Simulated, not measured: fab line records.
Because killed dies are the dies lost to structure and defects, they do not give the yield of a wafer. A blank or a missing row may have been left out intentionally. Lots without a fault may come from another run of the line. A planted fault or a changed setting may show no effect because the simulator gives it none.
fab line records | flow nand-harc
[record] lots = 5 wafers = 15 last-day = 32
route steps=1302 shown P_GATE@170
lots with no fault: from the same line, run without faults
start-h: start of the lot's first displayed wafer, in hours after the record's first day | wait-h: how many hours have passed since the lot's step before this one | " as in the row above | L1.1+2: one row covering several wafers at once | - no value, or no start was given | * or withheld: withheld | < > ~ a bound
route shown NAME@n: a module of which the file shows steps, and the number in the route of the first | usual: mean/standard deviation taken from wafers without a fault | same: alike in all rows | chamber/n: place in a boat | sites: readings site by site | _std_site: the standard deviation of these | _edge_site: inner sites' mean taken away from outer sites' mean | radius-mm: how far each site lies from the wafer's centre | mask NAME#n: copy n | behind: tool/chamber where the wafer was last shaped | hold: why the lot went on hold/how many hours it stayed there/how the hold came to an end | device: whichever transistor did not switch (one of n, p or np) | end of line: at the end of the route, the tests of the same wafers | a step given without rows: its recipe and nothing more | killed: not the wafer's yield, but the dies lost to structure and defects at the first sort | map: per-die view of a wafer (x killed, . not killed, _ where there is no die)
set.NAME: the setting that was run; set.NAME@STEP: the one run at that earlier step | model.NAME: the simulator's own value behind a step, which no gauge read
a table for each step, a row for each wafer; lots at some steps of the route
services: when a tool's chamber went out of use (start-h, in hours from the record's first day, below 0 if earlier), for how many hours, and the reason
[[steps]]
[step NHARC_P_GATE_CD_MEAS_46]
[recipe] target-cd-nm = 720 landing-energy-ev = 500
[usual] cd-nm = 719.8/1.7
// columns lot.wafer tool chamber start-h wait-h cd-nm
L115.2 cd-sem-02 0 125.18 - 718.4
L115.3 " 0 " " 716.5
L115.5 " 0 " " 718.9
L117.2 cd-sem-01 0 147.93 - 720.7
L117.4 " 0 " " 722.3
L117.6 " 0 " " 723.1
L131.1 cd-sem-02 0 282.66 - 718.4
L131.2 " 0 " " 720.4
L131.3 " 0 " " 721.4
L132.1 cd-sem-01 0 300.70 - 720.7
L132.3 " 0 " " 721.1
L132.6 " 0 " " 719.5
L134.4 cd-sem-01 0 312.51 - 720.7
L134.5 " 0 " " 721.8
L134.6 " 0 " " 721.5
[step NHARC_P_GATE_HARDBAKE_47]
[recipe] temp-c = 125 time-s = 80
[step NHARC_P_GATE_DESCUM_48]
[recipe] time-s = 3 o2-flow-sccm = 200 ar-flow-sccm = 0 bias-power-w = 0 chemistry = O2
[usual] drypump-motor-current-A = 5.9/0.52 mfc-ar-sccm = 0.008/0.01 oes-product-au = 1.001/0.0089 rf-vpp-V = 57.9/0.88 showerhead-plenum-p-Torr = 1.93/0.065 throttle-valve-pct = 11.310/0.009
// columns lot.wafer tool chamber start-h wait-h drypump-motor-current-A mfc-ar-sccm oes-product-au rf-hours-counter-h rf-vpp-V showerhead-plenum-p-Torr throttle-valve-pct
L115.2 rie-diel-10 3 125.34 - 6.2 0 0.984 3.9 56.3 1.93 11.301
L115.3 " 2 " " 5.3 0.025 0.998 4.9 58.7 1.83 11.308
L115.5 " 3 " " 6.2 0 0.994 - 57.8 1.93 11.302
L117.4 rie-diel-05 2 148.09 - 5.8 0 1.020 5.1 57.3 1.99 11.301
L117.2 " 0 " " 6.2 0.018 0.993 6.6 57.2 1.86 11.314
L117.6 " 3 " " 5.7 0 0.988 - 57.5 1.96 11.307
L131.3 rie-diel-03 2 282.83 - 5.2 0.001 0.991 0.3 59.8 1.94 11.315
L131.1 " 3 " " 5.5 0 0.995 0.2 58.4 1.89 11.319
L131.2 " 0 " " 5.3 0.013 0.990 0.2 56.2 1.99 11.310
L132.3 rie-diel-03 1 300.87 - 5.2 0 1.017 1.9 58.2 2.03 11.301
L132.1 " 3 " " 5.5 0 1.003 1.0 57.9 1.89 11.298
L132.6 " 0 " " 5.3 0.013 0.990 - 58.3 1.99 11.314
L134.4 rie-diel-10 1 312.66 - 6.4 0.011 1.008 4.1 59.8 1.99 11.305
L134.5 " 1 " " 6.4 0.011 0.995 - 58.0 1.99 11.317
L134.6 " 2 " " 5.3 0.025 0.993 - 57.5 1.82 11.299
[step NHARC_P_GATE_IMPLANT_49]
[recipe] energy-kev = 30 dose-cm2 = 3e+15 tilt-deg = 7
[step NHARC_P_GATE_STRIP_111]
[recipe] power-w = 1500 temp-c = 110 time-s = 250 chemistry = N2/H2
[usual] drypump-motor-current-A = 5.8/0.42 heater-power-w = 89/7.5
// columns lot.wafer tool chamber start-h wait-h drypump-motor-current-A heater-power-w rf-hours-counter-h
L115.2 plasma-asher-01 0 125.76 0.2 5.6 100 22
L115.3 " 1 " " 5.2 87 -
L115.5 " 1 " " 5.2 88 -
L117.2 plasma-asher-02 1 148.51 0.2 6.2 99 21
L117.4 " 0 " " 6.2 76 -
L117.6 " 0 " " 6.2 76 -
L131.2 plasma-asher-02 0 283.19 0.2 6.2 77 9
L131.1 " 1 " " 6.1 93 9
L131.3 " 0 " " 6.2 79 -
L132.1 plasma-asher-01 1 301.22 0.2 5.2 86 30
L132.3 " 1 " " 5.2 85 -
L132.6 " 0 " " 5.6 92 -
L134.4 plasma-asher-02 1 313.18 0.3 6.1 92 -
L134.6 " 0 " " 6.2 79 -
L134.5 " 1 " " 6.2 93 -
[step NHARC_P_GATE_STRIP_75]
[recipe] power-w = 1500 temp-c = 250 chemistry = O2
[usual] drypump-motor-current-A = 5.8/0.42 heater-power-w = 333/28
// columns lot.wafer tool chamber start-h wait-h drypump-motor-current-A heater-power-w rf-hours-counter-h
L115.2 plasma-asher-01 0 126.02 0.2 5.6 377 22
L115.3 " 1 " " 5.2 334 -
L115.5 " 1 " " 5.2 323 -
L117.2 plasma-asher-02 1 148.78 0.2 6.2 367 21
L117.4 " 0 " " 6.2 297 -
L117.6 " 0 " " 6.2 292 -
L131.2 plasma-asher-02 0 283.50 0.3 6.2 292 9
L131.1 " 1 " " 6.2 354 9
L131.3 " 0 " " 6.2 294 -
L132.1 plasma-asher-01 1 301.53 0.3 5.2 323 30
L132.3 " 1 " " 5.2 327 -
L132.6 " 0 " " 5.6 339 -
L134.4 plasma-asher-02 1 313.37 0.1 6.2 343 -
L134.6 " 0 " " 6.2 294 -
L134.5 " 1 " " 6.1 354 -
[step NHARC_P_GATE_STRIP_50]
[recipe] time-s = 900 temp-c = 130 chemistry = SPM
[step NHARC_P_GATE_DEHYDRATE_51]
[recipe] temp-c = 150 time-s = 120
[step NHARC_P_GATE_HMDS_52]
[recipe] time-s = 30
[step NHARC_P_GATE_COAT_53]
[recipe] spin-rpm = 3000
[step NHARC_P_GATE_SOFTBAKE_54]
[recipe] temp-c = 122 time-s = 95
[step NHARC_P_GATE_EBR_55]
[step NHARC_P_GATE_EXPOSE_56]
[recipe] na = 0.6 target-cd-nm = 720 dose-mj = 14.81 mask-id = P_PSD
// columns lot.wafer tool chamber start-h wait-h mask
L115.2+3+5 krf-scanner-04 0 126.66 - P_PSD#0
L117.2+4+6 krf-scanner-02 0 149.46 - P_PSD_R1#0
L131.1+2+3 krf-scanner-02 0 284.26 - P_PSD#0
L132.1+3+6 krf-scanner-02 0 302.29 - P_PSD#0
L134.4+5+6 krf-scanner-02 0 314.12 - P_PSD#0
[step NHARC_P_GATE_PEB_57]
[recipe] peb-temp-c = 118 peb-time-s = 85
[step NHARC_P_GATE_DEVELOP_58]
[recipe] time-s = 70
[step NHARC_P_GATE_CD_MEAS_59]
[recipe] target-cd-nm = 720 landing-energy-ev = 500
[usual] cd-nm = 720.3/1.8
// columns lot.wafer tool chamber start-h wait-h cd-nm
L115.2 cd-sem-03 0 126.81 - 720.3
L115.3 " 0 " " 721.4
L115.5 " 0 " " 720.2
L117.2 cd-sem-03 0 149.62 - 762.3
L117.4 " 0 " " 765.5
L117.6 " 0 " " 765.8
L131.1 cd-sem-02 0 284.42 - 723.7
L131.2 " 0 " " 719.7
L131.3 " 0 " " 721.1
L132.1 cd-sem-01 0 302.46 - 718.2
L132.3 " 0 " " 718.3
L132.6 " 0 " " 719.4
L134.4 cd-sem-01 0 314.27 - 720.9
L134.5 " 0 " " 721.7
L134.6 " 0 " " 720.4
[step NHARC_P_GATE_HARDBAKE_60]
[recipe] temp-c = 125 time-s = 80
[[services]]
// columns tool chamber start-h hours kind
rie-diel-03 1 125.18 2.7 repair
krf-scanner-02 - 138.66 0.5 repair
krf-scanner-02 - 143.08 0.2 repair
plasma-asher-02 - 145.56 1.2 repair
plasma-asher-01 - 148.40 9.0 pm
krf-scanner-04 - 158.00 4.0 pm
rie-diel-03 0 181.70 4.5 repair
rie-diel-05 - 205.60 9.0 pm
rie-diel-10 - 218.50 9.0 pm
plasma-asher-02 - 225.16 9.0 pm
plasma-asher-02 0 225.16 9.0 vent-cycle
rie-diel-05 0 233.95 4.3 repair
rie-diel-03 - 235.25 2.3 repair
krf-scanner-02 - 242.00 4.0 pm
rie-diel-10 - 244.40 0.1 repair
rie-diel-03 - 257.30 9.0 pm
rie-diel-10 0 263.17 4.4 repair
rie-diel-05 0 273.77 4.3 repair
rie-diel-05 3 274.65 1.6 repair
krf-scanner-04 - 280.17 7.6 repair
rie-diel-10 0 287.13 7.7 repair
plasma-asher-01 - 292.71 0.4 repair
rie-diel-05 3 299.85 8.7 repair
krf-scanner-04 - 305.32 1.0 repair
[[key]]
[first-sign] step = NHARC_P_GATE_EXPOSE_56 reading = mask direction = changed
[effect] step = NHARC_P_GATE_CD_MEAS_59 reading = cd-nm direction = up sigmas = 25 usual = 720.3 struck = 764.6
met-at NHARC_P_GATE_EXPOSE_56
struck-wafers L117.2,L117.4,L117.6
tester-left-out L117
[fault] kind = wrong-mask tool = any chamber = - onset-h = 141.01 steps = NHARC_P_GATE_EXPOSE_56 aux-copy = P_PSD_R1#0 cd-offset-nm = 43.804 scope = struck-lots-only
// tester-left-out: of these lots the tester's yield and bins aren't shown, on N5 and GAA mostly nor the transistor test; their killed dies are dies lost to structure and defects alone, not to doping, threshold or leakage, so they don't give the yield
